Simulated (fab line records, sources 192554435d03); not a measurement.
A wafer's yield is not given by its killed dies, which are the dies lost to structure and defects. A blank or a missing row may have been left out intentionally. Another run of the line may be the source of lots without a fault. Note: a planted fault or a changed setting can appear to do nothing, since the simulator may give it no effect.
Chamber matching	flow n5_finfet	N5_BEOL_M8_ETCH_66 on rie_diel-03 has 4 sister chambers
The step etches SOC in N2/H2, target depth 80 nm, overetch 16 nm, time 120 s. 4 wafers are shown with their chamber, then 8 later ones without.

WAFERS, EACH WITH ITS CHAMBER
wafer	chamber	showerhead_plenum_p_Torr (Torr)
L080.6	2	2.50
L088.1	1	2.61
L088.4	0	2.44
L086.3	3	2.68

WAFERS WITH NO CHAMBER GIVEN
wafer	showerhead_plenum_p_Torr (Torr)
L086.5	2.61
L086.6	2.68
L091.2	2.68
L091.3	2.44
L091.6	2.50
L096.2	2.49
L096.5	2.43
L096.6	2.67

CHAMBER TAKEN BY EACH
wafer	from the rows above	in truth
L086.5	1	1
L086.6	3	3
L091.2	3	3
L091.3	0	0
L091.6	2	2
L096.2	2	2
L096.5	0	0
L096.6	3	3
Correct placement for 8 of the 8. From these rows, 0 cannot be placed. Number placed wrongly: 0.
How it was worked out, from the rows above alone: a wafer's distance from a chamber is the root of the sum, over the readings, of the square of ((its reading less the chamber's mean) divided by the reading's scatter). The wafer belongs to the nearest chamber; if the next one is less than 2 further off, it can't be placed. Each chamber's mean is taken over the wafers shown for it. The scatter: root of mean squared gap, hidden wafer to nearest shown wafer, with one shown wafer a chamber.
